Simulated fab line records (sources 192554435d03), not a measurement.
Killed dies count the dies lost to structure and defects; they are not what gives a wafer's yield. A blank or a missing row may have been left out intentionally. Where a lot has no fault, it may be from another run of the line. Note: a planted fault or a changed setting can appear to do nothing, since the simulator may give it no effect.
fab line records + flow n5_finfet
[record]
- lots = 5
- wafers = 15
- last_day = 16
route steps=1938 shown DUMMY_REMOVAL@377 HKMG_FIN@385 BEOL_M4@1111 PASSIVATION@1936
lots that met no fault: from a run of the same line without faults
start_h: the number of hours between the record's first day and the start of the first shown wafer of the lot + wait_h: hours since the lot's step before + " unchanged from the row above + L1.1+2: a row that stands for several wafers + - no value, or no start was given + * or withheld: withheld + < > ~ a bound
route shown NAME@n: names a module that has steps shown in the file, with the first one's number in the route + usual: mean/standard deviation taken from wafers without a fault + same: alike in all rows + chamber/n: place in a boat + sites: per-site readings + _std_site: their standard deviation + _edge_site: the outer-site mean with the inner-site mean subtracted + radius_mm: how far each site lies from the wafer's centre + mask NAME#n: copy n + behind: the most recent tool/chamber to have shaped the wafer + hold: reason for holding the lot/hours on hold/outcome of the hold + device: the n, p or np transistor that did not switch + end of line: at the end of the route, the tests of the same wafers + step lacking rows: just its recipe + killed: dies lost to structure and defects at the first sort, not the wafer's yield + map: the dies of a wafer, with x for killed, . for not killed, _ for no die there
set.NAME: the run value of the setting; set.NAME@STEP: its run value at that earlier step + model.NAME: the simulator's own value behind a step, which no gauge read
certain route steps with their lots: each step a table, each wafer a row
services: from which hour (start_h, from the record's first day; less than 0 if before it) a tool's chamber was out of use, for how many hours, and why
[[steps]]
[step N5_DUMMY_REMOVAL_HM_STRIP_01]
[recipe]
- chemistry = CH3F/O2
- material = SiNx
- target_depth_a = 40
- stop_on = poly-Si
- time_s = 6.8
- over_etch_frac = 0.3
- ion_energy_ev = 60
- power_w = 410
- bias_w = 29
- Ar_flow_sccm = 150
- CH3F_flow_sccm = 30
- O2_flow_sccm = 20
[step N5_DUMMY_REMOVAL_STRIP_10]
[recipe]
- chemistry = N2/H2
- time_s = 40
- power_w = 100
- temp_c = 40
- pressure_mtorr = 100
- rf_frequency_hz = 6e+07
- bias_power_w = 3
- n2_flow_sccm = 300
- h2_flow_sccm = 300
[step N5_DUMMY_REMOVAL_PRECLEAN_07]
[recipe]
- chemistry = dHF
- time_s = 30
- temp_c = 25
- dilution = withheld
[step N5_DUMMY_REMOVAL_DUMMY_REMOVE_02]
[recipe]
- chemistry = TMAH
- temp_c = 70
- target = poly-Si
- stop_on = SiO2
- target_depth_nm = 142
- conc_wt_pct = 5
- time_s = 57
- dry = ipa_marangoni
- rinse_time_s = 30
- rinse_temp_c = 23
[step N5_DUMMY_REMOVAL_PRECLEAN_08]
[recipe]
- chemistry = NF3:NH3
- afs_cycles = 2
- temp_c = 30
- time_s = 20
- sublimation_temp_c = 180
- sublimation_time_s = 60
- pressure_torr = 3
- rf_power_w = 30
[step N5_DUMMY_REMOVAL_PRECLEAN_04]
[recipe]
- chemistry = DHF
- time_s = 37
- temp_c = 25
- dilution = 500:1
[step N5_DUMMY_REMOVAL_SRD_05]
[recipe]
- dry = ipa_marangoni
- do_ppb = 5
- time_s = 30
- temp_c = 23
- rinse_liquid = diw
[step N5_HKMG_FIN_IL_REGROW_00]
[recipe]
- material = SiO2
- target_thk_a = 7.5
- chemistry = O3
- temp_c = withheld
- time_s = 30
[step N5_HKMG_FIN_HK_ALD_01]
[recipe]
- material = HfO2
- target_thk_a = 16
- temp_c = withheld
- ald_precursor_family = HfCl4
- ald_co_reactant = H2O
- pulse_time_s = 3
- purge_time_s = 3
- co_reactant_purge_time_s = 2.5
- co_reactant_pulse_time_s = 0.3
- ald_cycles = 30
[step N5_HKMG_FIN_HK_ANNEAL_02]
[recipe]
- temp_c = 700
- time_s = 30
- ambient = N2
- idle_temp_c = 600
- ramp_up_c_per_s = 150
- ramp_down_c_per_s = 60
- cool_to_c = 600
[step N5_HKMG_FIN_ALD_74]
[recipe]
- material = La2O3
- target_thk_a = 5
- temp_c = 250
- ald_precursor_family = La-Cp
- ald_co_reactant = O3
- pulse_time_s = 6
- co_reactant_pulse_time_s = 1
- purge_time_s = 3
- co_reactant_purge_time_s = 3
[usual]
- co_reactant_pulse_time_s = 1/0
- co_reactant_purge_time_s = 3/0
- heater_power_w = 359/34
- precursor_pulse_height_rel = 1.002/0.02
| lot.wafer | tool      | chamber | start_h | wait_h | co_reactant_pulse_time_s | co_reactant_purge_time_s | heater_power_w | precursor_pulse_height_rel |
|-----------|-----------|---------|---------|--------|--------------------------|--------------------------|----------------|----------------------------|
| L443.1    | ald_hk-01 | 0       | 113.06  | 0.2    | -                        | -                        | -              | -                          |
| L443.4    | "         | 3       | "       | "      | -                        | -                        | -              | -                          |
| L443.5    | "         | 0       | "       | "      | -                        | -                        | -              | -                          |
| L444.1    | ald_hk-01 | 2       | 116.37  | 0.2    | -                        | -                        | -              | -                          |
| L444.2    | "         | 1       | "       | "      | -                        | -                        | -              | -                          |
| L444.4    | "         | 0       | "       | "      | -                        | -                        | -              | -                          |
| L445.1    | ald_hk-02 | 0       | 117.69  | 0.2    | -                        | -                        | -              | -                          |
| L445.3    | "         | 1       | "       | "      | -                        | -                        | -              | -                          |
| L445.6    | "         | 0       | "       | "      | -                        | -                        | -              | -                          |
| L451.1    | ald_hk-01 | 2       | 156.25  | 0.2    | 1                        | 3                        | 408            | 1.024                      |
| L451.4    | "         | 0       | "       | "      | 1                        | 3                        | 358            | 1.005                      |
| L451.6    | "         | 0       | "       | "      | 1                        | 3                        | 360            | 0.997                      |
| L456.2    | ald_hk-03 | 0       | 186.65  | 0.2    | 1                        | 3                        | 334            | 1.014                      |
| L456.4    | "         | 2       | "       | "      | 1                        | 3                        | 396            | 1.013                      |
| L456.5    | "         | 3       | "       | "      | 1                        | 3                        | 362            | 0.988                      |
[step N5_HKMG_FIN_ALD_75]
[recipe]
- material = Al2O3
- target_thk_a = 10
- temp_c = 150
- ald_precursor_family = TMA
- ald_co_reactant = H2O
- pulse_time_s = withheld
- co_reactant_pulse_time_s = 1
[step N5_HKMG_FIN_COAT_41]
[recipe]
- resist = SOC
- temp_c = 250
- time_s = 60
- spin_rpm = 1500
- resist_thk_nm = 300
[step N5_HKMG_FIN_COAT_42]
[recipe]
- resist = SiARC
- temp_c = 220
- time_s = 60
- spin_rpm = 1500
- resist_thk_nm = 35
[step N5_HKMG_FIN_COAT_43]
[recipe]
- resist = CAR-ArF
- spin_rpm = 1500
- resist_thk_nm = 90
[step N5_HKMG_FIN_EBR_45]
[recipe]
- solvent = PGMEA
- ebr_width_mm = 1.5
[step N5_HKMG_FIN_SOFTBAKE_44]
[recipe]
- temp_c = 110
- time_s = 60
- resist = CAR-ArF
[step N5_HKMG_FIN_EXPOSE_46]
[recipe]
- mask_id = NDIPOLE
- na = 1.35
- source_shape = conventional
- sigma_outer = 0.8
- polarization = unpolarized
- dose_mj = 40
[step N5_HKMG_FIN_PEB_47]
[recipe]
- peb_temp_c = withheld
- peb_time_s = 60
- resist = CAR-ArF
[step N5_HKMG_FIN_DEVELOP_48]
[recipe]
- develop_time_s = 30
- developer = TMAH
- resist = CAR-ArF
- rinse_liquid = diw
- dry = air_spin
- dev_temp_c = 23
[step N5_HKMG_FIN_DESCUM_53]
[recipe]
- chemistry = O2
- time_s = 7.9
- source_power_w = 50
- bias_power_w = 20
- pressure_mtorr = 20
- rf_frequency_hz = 2.712e+07
- temp_c = 40
- resist = CAR-ArF
- o2_flow_sccm = 225
[step N5_HKMG_FIN_ETCH_54]
[recipe]
- chemistry = CF4
- target = SiARC
- target_depth_a = 455
- mask_material = CAR-ArF
- time_s = 75.8
- ion_energy_ev = 80
- pressure_mtorr = 40
- source_w = 545
- bias_w = 36
- Ar_flow_sccm = 100
- cf4_flow_sccm = 100
- ends = cleared
[step N5_HKMG_FIN_ETCH_55]
[recipe]
- chemistry = N2/H2
- target = SOC
- target_depth_a = 2400
- temp_c = 40
- time_s = 300
- ion_energy_ev = 200
- mask_material = SiARC
- pressure_mtorr = 30
- source_w = 840
- bias_w = 150
- n2_flow_sccm = 200
- h2_flow_sccm = 200
[step N5_HKMG_FIN_STRIP_56]
[recipe]
- chemistry = N2/H2
- temp_c = 40
- n2_flow_sccm = 200
- h2_flow_sccm = 200
- rf_frequency_hz = 6e+07
[step N5_HKMG_FIN_STRIP_57]
[recipe]
- chemistry = CF4
- resist = SiARC
- power_w = 300
- bias_power_w = 75
- pressure_mtorr = 50
- cf4_flow_sccm = 150
- rf_frequency_hz = 6e+07
[step N5_HKMG_FIN_ETCH_58]
[recipe]
- chemistry = N2/H2
- target = SOC
- target_depth_a = 2158
- ion_energy_ev = 50
- bias_w = 13
- time_s = 741
- pressure_mtorr = 30
- source_w = 875
- n2_flow_sccm = 200
- h2_flow_sccm = 200
[step N5_HKMG_FIN_STRIP_93]
[recipe]
- chemistry = N2/H2
- material = SOC
- time_s = 20
- power_w = 500
- temp_c = 40
- pressure_mtorr = 50
- rf_frequency_hz = 6e+07
- bias_power_w = 8
- h2_frac = 0.5
- n2_flow_sccm = 300
- h2_flow_sccm = 300
[step N5_HKMG_FIN_WET_ETCH_76]
[recipe]
- chemistry = dNH4OH
- mix = 1:50
- temp_c = 25
- target = Al2O3
- stop_on = La2O3
- target_depth_nm = 2.25
- dry = ipa_marangoni
- rinse_time_s = 30
- rinse_temp_c = 23
[step N5_HKMG_FIN_STRIP_60]
[recipe]
- chemistry = N2/H2
- power_w = 2500
- temp_c = 300
- h2_frac = 0.65
- time_s = 360
- pressure_mtorr = withheld
- n2_flow_sccm = 1750
- h2_flow_sccm = 3250
[step N5_HKMG_FIN_WET_ETCH_77]
[recipe]
- chemistry = dHCl
- mix = 1:10000
- temp_c = 25
- target = La2O3
- stop_on = HfO2
- target_depth_nm = 2
[step N5_HKMG_FIN_WET_ETCH_78]
[recipe]
- chemistry = dNH4OH
- mix = 1:50
- temp_c = 25
- target = Al2O3
- stop_on = La2O3
- target_depth_nm = 4.5
- dry = ipa_marangoni
- rinse_time_s = 30
- rinse_temp_c = 23
[step N5_HKMG_FIN_ALD_79]
[recipe]
- material = TiN
- target_thk_a = 15
- temp_c = 400
- ald_precursor_family = TiCl4
- ald_co_reactant = NH3
- pulse_time_s = 1
- purge_time_s = 3
- co_reactant_purge_time_s = 2
- co_reactant_pulse_time_s = 2
- ald_cycles = 68
- pressure_torr = 3
[step N5_HKMG_FIN_CVD_62]
[recipe]
- material = a-Si
- target_thk_a = 30
- temp_c = 500
- precursor = Si2H6
- pressure_torr = 1
- time_s = 20.8
[step N5_HKMG_FIN_RTA_80]
[recipe]
- temp_c = withheld
- time_s = 2
- ambient = N2
- idle_temp_c = 600
- ramp_up_c_per_s = 150
- ramp_down_c_per_s = 60
- cool_to_c = 600
[step N5_HKMG_FIN_PRECLEAN_64]
[recipe]
- chemistry = dHF
- time_s = 30
- temp_c = 25
- dilution = withheld
[step N5_HKMG_FIN_WET_ETCH_65]
[recipe]
- chemistry = TMAH
- temp_c = 70
- conc_wt_pct = 5
- target = a-Si
- stop_on = TiN
- time_s = 49
- target_depth_nm = 3
[step N5_HKMG_FIN_WET_ETCH_81]
[recipe]
- chemistry = SC1
- target = TiN
- stop_on = HfO2
- mix = 1:1:5
- temp_c = 60
- time_s = 57
- target_depth_nm = 6
[step N5_BEOL_M4_RC_MEAS_101]
[usual]
- DIBL_N = 36.2/1.2
- DIBL_P = 36.3/1.3
- IOFF_N = 0.155/0.019
- IOFF_P = 0.210/0.029
- IOFF_P_85C = 3.6/0.42
- IOFF_P_LIN = 0.100/0.011
- IOFF_P_LONG = 0.000105/8.9e-06
- ION_N = 677/8.6
- ION_P = 465/6.8
- SS_N = 71.4/0.48
- SS_P = 73.2/0.53
- VT_N = 249.9/2.4
- VT_N_LVT = 99.0/2.1
- VT_P = -250/3.2
- VT_P_LONG = -276/3.3
| lot.wafer | tool      | chamber | start_h | wait_h | DIBL_N[mV/V] | DIBL_P[mV/V] | IOFF_N[nA/um] | IOFF_P[nA/um] | IOFF_P_85C[nA/um] | IOFF_P_LIN[nA/um] | IOFF_P_LONG[nA/um] | ION_N[uA/um] | ION_P[uA/um] | SS_N[mV/dec] | SS_P[mV/dec] | VT_N[mV] | VT_N_LVT[mV] | VT_P[mV] | VT_P_LONG[mV] |
|-----------|-----------|---------|---------|--------|--------------|--------------|---------------|---------------|-------------------|-------------------|--------------------|--------------|--------------|--------------|--------------|----------|--------------|----------|---------------|
| L443.1    | prober-02 | 0       | 216.13  | 0.0    | 34.9         | 35.8         | 0.154         | 44.595        | 324.1             | 20.647            | 0.020452           | 693          | 668          | 71.2         | 72.6         | 249.1    | 246.2        | -97      | -123          |
| L443.4    | "         | 0       | "       | "      | 34.4         | 34.1         | 0.138         | 40.011        | 299.7             | 19.250            | 0.020087           | 679          | 657          | 71.4         | 73.3         | 249.7    | 252.3        | -99      | -124          |
| L443.5    | "         | 0       | "       | "      | 36.1         | 37.6         | 0.175         | 51.525        | 369.1             | 23.066            | 0.020755           | 686          | 680          | 71.2         | 73.4         | 246.2    | 248.0        | -97      | -123          |
| L444.1    | prober-01 | 0       | 232.84  | 0.0    | 36.4         | 37.0         | 0.159         | 42.135        | 315.2             | 19.301            | 0.017364           | 686          | 662          | 71.4         | 73.9         | 250.7    | 251.6        | -100     | -128          |
| L444.2    | "         | 0       | "       | "      | 35.2         | 35.5         | 0.133         | 37.155        | 284.4             | 17.722            | 0.017389           | 665          | 652          | 71.6         | 73.4         | 254.6    | 253.3        | -102     | -128          |
| L444.4    | "         | 0       | "       | "      | 35.6         | 36.2         | 0.152         | 41.382        | 306.8             | 19.119            | 0.017512           | 684          | 664          | 70.9         | 73.7         | 253.3    | 250.9        | -100     | -129          |
| L445.1    | prober-02 | 0       | 233.22  | 0.0    | 36.7         | 36.5         | 0.170         | 53.886        | 384.7             | 24.792            | 0.021151           | 670          | 658          | 72.4         | 73.7         | 245.2    | 248.6        | -93      | -123          |
| L445.3    | "         | 0       | "       | "      | 34.9         | 33.8         | 0.143         | 44.630        | 330.0             | 21.580            | 0.021453           | 677          | 661          | 70.8         | 73.2         | 250.1    | 248.2        | -97      | -121          |
| L445.6    | "         | 0       | "       | "      | 35.1         | 34.0         | 0.148         | 45.773        | 334.0             | 22.091            | 0.021472           | 676          | 666          | 71.9         | 72.7         | 249.4    | 247.6        | -96      | -122          |
| L451.1    | prober-02 | 0       | 273.84  | 0.0    | 35.1         | 36.7         | 0.160         | 0.221         | 3.8               | 0.104             | 0.000105           | 682          | 470          | 71.5         | 73.3         | 252.5    | 98.8         | -247     | -276          |
| L451.4    | "         | 0       | "       | "      | 37.0         | 39.0         | 0.188         | 0.257         | 4.3               | 0.115             | 0.000105           | 686          | 467          | 71.8         | 73.4         | 249.3    | 97.3         | -247     | -274          |
| L451.6    | "         | 0       | "       | "      | 35.7         | 37.1         | 0.155         | 0.215         | 3.8               | 0.101             | 0.000104           | 681          | 468          | 71.5         | 73.6         | 251.6    | 100.5        | -249     | -275          |
| L456.2    | prober-02 | 0       | 285.07  | 0.2    | 35.9         | 36.4         | 0.171         | 0.222         | 3.9               | 0.107             | 0.000112           | 679          | 466          | 71.4         | 73.7         | 246.4    | 96.8         | -249     | -271          |
| L456.4    | "         | 0       | "       | "      | 34.9         | 35.4         | 0.147         | 0.206         | 3.6               | 0.101             | 0.000116           | 673          | 465          | 71.1         | 73.6         | 248.3    | 99.0         | -249     | -274          |
| L456.5    | "         | 0       | "       | "      | 34.3         | 34.5         | 0.136         | 0.191         | 3.4               | 0.095             | 0.000112           | 675          | 464          | 71.1         | 72.9         | 251.9    | 100.0        | -250     | -274          |
[step N5_PASSIVATION_PROBE_49]
[usual]
- defect_limited_yield = 91.2/1.4
- killed_at_M0_to_M3 = 34/10
- killed_at_M4_up = 13/5.1
- killed_at_contacts = 12/6.5
- killed_at_front_end = 41/11
- killed_at_other = 4/3.3
- killed_dies = 104/16
- killed_open = 69/13
- killed_short = 33/7
- sort_bin_4_leakage = 0/0
- sort_bin_5_function = 5.1/0.91
- sort_bin_6_memory = 3.3/0.69
- sort_n_pass = 1076/16
- sort_yield_pct = 91.2/1.4
[same]
- gross_dies = 1180
- killed_at_back_side = 0
- sort_bin_8_speed[%] = 0
| lot.wafer | tool      | chamber | start_h | wait_h | defect_limited_yield[%] | killed_at_M0_to_M3 | killed_at_M4_up | killed_at_contacts | killed_at_front_end | killed_at_other | killed_dies | killed_open | killed_short | sort_bin_4_leakage[%] | sort_bin_5_function[%] | sort_bin_6_memory[%] | sort_n_pass | sort_yield_pct[%] |
|-----------|-----------|---------|---------|--------|-------------------------|--------------------|-----------------|--------------------|---------------------|-----------------|-------------|-------------|--------------|-----------------------|------------------------|----------------------|-------------|-------------------|
| L443.1    | prober-01 | -       | 319.85  | 0.0    | 89.9                    | 40                 | 19              | 24                 | 35                  | 1               | 119         | 83          | 35           | 89.92                 | 6.1                    | 3.6                  | 0           | 0                 |
| L443.4    | prober-01 | -       | 320.00  | 0.2    | 91.0                    | 21                 | 20              | 21                 | 40                  | 4               | 106         | 65          | 39           | 91.02                 | 5.5                    | 3.4                  | 0           | 0                 |
| L443.5    | prober-01 | -       | 320.05  | 0.2    | 89.2                    | 25                 | 13              | 25                 | 55                  | 10              | 128         | 81          | 47           | 89.15                 | 5.5                    | 4.9                  | 0           | 0                 |
| L444.2    | prober-01 | -       | 339.58  | 0.1    | 89.6                    | 37                 | 21              | 17                 | 46                  | 2               | 123         | 93          | 30           | 89.58                 | 6.5                    | 3.8                  | 0           | 0                 |
| L444.4    | prober-01 | -       | 339.68  | 0.2    | 90.7                    | 46                 | 18              | 19                 | 25                  | 2               | 110         | 69          | 40           | 90.68                 | 4.9                    | 3.9                  | 0           | 0                 |
| L445.3    | prober-02 | -       | 343.58  | 0.9    | 91.7                    | 19                 | 13              | 22                 | 44                  | 0               | 98          | 63          | 33           | 91.69                 | 5.9                    | 2.1                  | 0           | 0                 |
| L445.6    | prober-02 | -       | 343.73  | 1.0    | 90.7                    | 21                 | 9               | 13                 | 65                  | 2               | 110         | 88          | 21           | 90.68                 | 5.6                    | 3.7                  | 0           | 0                 |
| L451.1    | prober-02 | -       | 370.89  | 0.0    | 93.6                    | 26                 | 6               | 7                  | 35                  | 2               | 76          | 48          | 24           | 0                     | 3.5                    | 2.7                  | 1104        | 93.6              |
| L451.4    | prober-02 | -       | 371.04  | 0.2    | 91.9                    | 26                 | 9               | 11                 | 49                  | 1               | 96          | 58          | 37           | 0                     | 4.7                    | 3.0                  | 1084        | 91.9              |
| L451.6    | prober-02 | -       | 371.14  | 0.3    | 93.6                    | 10                 | 6               | 3                  | 54                  | 3               | 76          | 45          | 29           | 0                     | 3.9                    | 2.5                  | 1104        | 93.6              |
| L456.2    | prober-01 | -       | 386.78  | 0.1    | 91.4                    | 22                 | 13              | 4                  | 60                  | 2               | 101         | 70          | 31           | 0                     | 4.8                    | 3.6                  | 1079        | 91.4              |
| L456.4    | prober-01 | -       | 386.88  | 0.2    | 91.5                    | 26                 | 7               | 5                  | 58                  | 4               | 100         | 71          | 29           | 0                     | 5.5                    | 2.7                  | 1080        | 91.5              |
| L456.5    | prober-01 | -       | 386.93  | 0.2    | 90.7                    | 20                 | 15              | 3                  | 72                  | 0               | 110         | 76          | 34           | 0                     | 5.4                    | 3.3                  | 1070        | 90.7              |
// killed by level:class
L443.1 MOL_CONTACT_COAG:geometric_particle:open=18 BEOL_M4:geometric_particle:open=14 STI_FIN_REVEAL:geometric_particle:open=9 BEOL_M2:geometric_particle:open=9 BEOL_M1:geometric_particle:open=8 FIN_SAQP:geometric_particle:open=6 MOL_CONTACT_COAG:geometric_particle:short=6 BEOL_M0_SAQP:geometric_particle:open=6
L443.4 MOL_CONTACT_COAG:geometric_particle:open=14 BEOL_M4:geometric_particle:open=13 GATE_CUT:geometric_particle:short=10 MOL_CONTACT_COAG:geometric_particle:short=7 BEOL_M0_SAQP:geometric_particle:short=6 FIN_SAQP:geometric_particle:open=5 FIN_SAQP:geometric_particle:short=5 BEOL_M0_SAQP:geometric_particle:open=5
L443.5 MOL_CONTACT_COAG:geometric_particle:open=19 FIN_SAQP:geometric_particle:open=13 FIN_SAQP:geometric_particle:short=8 STI_FIN_REVEAL:geometric_particle:open=8 BEOL_M4:geometric_particle:open=8 BEOL_M2:geometric_particle:open=7 STARTING-WAFER:geometric_particle:short=7 MOL_CONTACT_COAG:geometric_particle:short=6
L444.2 MOL_CONTACT_COAG:geometric_particle:open=14 STI_FIN_REVEAL:geometric_particle:open=9 BEOL_M1:geometric_particle:open=9 FIN_SAQP:geometric_particle:open=8 DUMMY_GATE:geometric_particle:open=8 BEOL_M2:geometric_particle:open=8 FIN_SAQP:geometric_particle:short=7 BEOL_M3:geometric_particle:open=6
L444.4 MOL_CONTACT_COAG:geometric_particle:open=16 BEOL_M0_SAQP:geometric_particle:short=12 BEOL_M1:geometric_particle:open=9 BEOL_M2:geometric_particle:open=8 BEOL_M3:geometric_particle:open=7 FIN_SAQP:geometric_particle:short=5 BEOL_M0_SAQP:geometric_particle:open=5 BEOL_M4:geometric_particle:open=5
L445.3 MOL_CONTACT_COAG:geometric_particle:open=18 FIN_SAQP:geometric_particle:short=11 STI_FIN_REVEAL:geometric_particle:open=11 FIN_SAQP:geometric_particle:open=5 BEOL_M2:geometric_particle:open=5 BEOL_M5:geometric_particle:open=5 ILD0:geometric_particle:open=4 MOL_CONTACT_COAG:geometric_particle:short=4
L445.6 FIN_SAQP:geometric_particle:open=23 STI_FIN_REVEAL:geometric_particle:open=22 MOL_CONTACT_COAG:geometric_particle:open=10 BEOL_M1:geometric_particle:open=7 BEOL_M2:geometric_particle:open=6 FIN_SAQP:geometric_particle:short=4 STI_FIN_REVEAL:geometric_particle:short=4 BEOL_M3:geometric_particle:open=4
L451.1 BEOL_M0_SAQP:geometric_particle:open=12 FIN_SAQP:geometric_particle:short=11 STI_FIN_REVEAL:geometric_particle:open=8 BEOL_M3:geometric_particle:open=5 MOL_CONTACT_COAG:geometric_particle:open=4 MOL_CONTACT_COAG:geometric_particle:short=3 BEOL_M0_SAQP:geometric_particle:short=3 STARTING-WAFER:geometric_particle:open=3
L451.4 FIN_SAQP:geometric_particle:short=16 FIN_SAQP:geometric_particle:open=11 BEOL_M3:geometric_particle:open=9 STI_FIN_REVEAL:geometric_particle:open=7 MOL_CONTACT_COAG:geometric_particle:open=7 BEOL_M0:geometric_particle:open=5 MOL_CONTACT_COAG:geometric_particle:short=4 BEOL_M0_SAQP:geometric_particle:open=4
L451.6 STI_FIN_REVEAL:geometric_particle:open=20 FIN_SAQP:geometric_particle:short=10 FIN_SAQP:geometric_particle:open=5 GATE_CUT:geometric_particle:short=4 STARTING-WAFER:geometric_particle:open=4 BEOL_M0_SAQP:geometric_particle:short=3 DUMMY_GATE:geometric_particle:open=2 SDB:geometric_particle:short=2
L456.2 STI_FIN_REVEAL:geometric_particle:open=15 BEOL_M2:geometric_particle:open=10 FIN_SAQP:geometric_particle:short=9 FIN_SAQP:geometric_particle:open=9 DUMMY_GATE:geometric_particle:open=7 MOL_CONTACT_COAG:geometric_particle:open=4 STARTING-WAFER:geometric_particle:short=4 GATE_CUT:geometric_particle:open=3
L456.4 STI_FIN_REVEAL:geometric_particle:open=16 FIN_SAQP:geometric_particle:open=12 FIN_SAQP:geometric_particle:short=6 GATE_CUT:geometric_particle:open=6 GATE_CUT:geometric_particle:short=6 BEOL_M1:geometric_particle:open=6 BEOL_M3:geometric_particle:open=5 DUMMY_GATE:geometric_particle:open=4
L456.5 STI_FIN_REVEAL:geometric_particle:open=22 FIN_SAQP:geometric_particle:open=12 FIN_SAQP:geometric_particle:short=8 DUMMY_GATE:geometric_particle:open=6 GATE_CUT:geometric_particle:short=6 STI_FIN_REVEAL:geometric_particle:short=5 BEOL_M4:geometric_particle:short=5 BEOL_M2:geometric_particle:open=4
// map L443.5 (x killed, . not)
_________________x..........x________________
______________............x.x..x_____________
___________..x..........x..........__________
__________x.................x......._________
________......x..x...........xxx......_______
_______............................x.x.______
______..........x...........x..........._____
_____.................x....x...x.........____
____...................xx.........x...xx.x___
___...x..........x.x..........x.x.....x....__
___...x.........x..................xx......__
__...x...........x......x.....x.x...x...x..._
__..x.xx...................x................_
_....................x...............x.....x.
_.........xxxx.x..x.x................x..x....
_.................x....x........x..........x.
_.......xxx....x......x........x..x..........
_................x...x...........xx.....x....
_...................x.............x...x.x..xx
_......x.......x.x........x...x..........x...
_..x........x.....................x..........
__xx.......x.x.......x......................_
__...x..x..........x.......................x_
___.............x..................x.....xx__
___x....x..................................__
____........................x.....x.....x.___
_____.x................x...............x.____
______x...x...x........................._____
_______...............x................______
________x...xx.........x.......x......_______
__________..........xx........x....._________
___________.....................x.x__________
______________............x....._____________
_________________..........x.________________
// map L444.2 (x killed, . not)
_________________x...........________________
______________x...x.xx.........x_____________
___________.x................x.....__________
__________.....x..............x...x._________
________..................xx.......x.._______
_______....x.......x..x................______
______...xx......................x......_____
_____..x........x........................____
____...........x........x.................___
___....x.....................x.......xx....__
___......x......x.....xx..x................__
__..x............x..x......x....x.....x....._
__...x....................x................._
_x........................................xx.
_..........x............x......x..xx.........
_.................x........x....x............
_..............................x...x.....x.xx
_.x.........x.x.....x.x..........x..x........
_.......x..x........x...x........x......x...x
_....................x.x.......x..........x..
_....x..x........x......x...xx...............
__......................x.........x.x....x.x_
__......................x............xx....._
___..x.x.x...............xx.......x.......x__
___.......x........x.........x.............__
____...........................x...x.x...x___
_____x..........x..............x.........____
______...........x......x....x....x....._____
_______................................______
________...x................x........._______
__________..x....x................x._________
___________...................x....__________
______________.......x.xxxx....._____________
_________________.x......x...________________
[[services]]
| tool      | chamber | start_h | hours | kind   |
|-----------|---------|---------|-------|--------|
| ald_hk-02 | -       | 118.86  | 0.3   | repair |
| ald_hk-03 | -       | 150.49  | 8.7   | pm     |
[[key]]
[first_sign]
- step = N5_HKMG_FIN_ALD_74
- reading = tool_record
- direction = missing
[effect]
- step = N5_BEOL_M4_RC_MEAS_101
- reading = IOFF_P_LONG
- direction = up
- sigmas = 99+
- usual = 0.000105
- struck = 0.019737
[effect]
- step = N5_BEOL_M4_RC_MEAS_101
- reading = IOFF_P_LIN
- direction = up
- sigmas = 99+
- usual = 0.100
- struck = 20.841
[effect]
- step = N5_BEOL_M4_RC_MEAS_101
- reading = IOFF_P
- direction = up
- sigmas = 99+
- usual = 0.210
- struck = 44.566
[effect]
- step = N5_BEOL_M4_RC_MEAS_101
- reading = IOFF_P_85C
- direction = up
- sigmas = 99+
- usual = 3.6
- struck = 327.5
[effect]
- step = N5_BEOL_M4_RC_MEAS_101
- reading = VT_N_LVT
- direction = up
- sigmas = 71
- usual = 99.0
- struck = 249.6
[effect]
- step = N5_BEOL_M4_RC_MEAS_101
- reading = VT_P
- direction = up
- sigmas = 47
- usual = -250
- struck = -98
[effect]
- step = N5_BEOL_M4_RC_MEAS_101
- reading = VT_P_LONG
- direction = up
- sigmas = 46
- usual = -276
- struck = -124
[effect]
- step = N5_BEOL_M4_RC_MEAS_101
- reading = ION_P
- direction = up
- sigmas = 29
- usual = 465
- struck = 663
[effect]
- step = N5_PASSIVATION_PROBE_49
- reading = sort_bin_4_leakage
- direction = up
- sigmas = 99+
- usual = 0
- struck = 90.39
met_at N5_HKMG_FIN_ALD_74
struck_wafers L443.1,L443.4,L443.5,L444.1,L444.2,L444.4,L445.1,L445.3,L445.6
rows_end L444.1,L445.1
[fault]
- kind = skipped_step_whole
- tool = ald_hk-01,ald_hk-02
- chamber = -
- onset_h = 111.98
- steps = N5_HKMG_FIN_ALD_74
- scope = struck_lots_only
// rows_end: these wafers met a further fault down the route, and their rows from its step on are left out
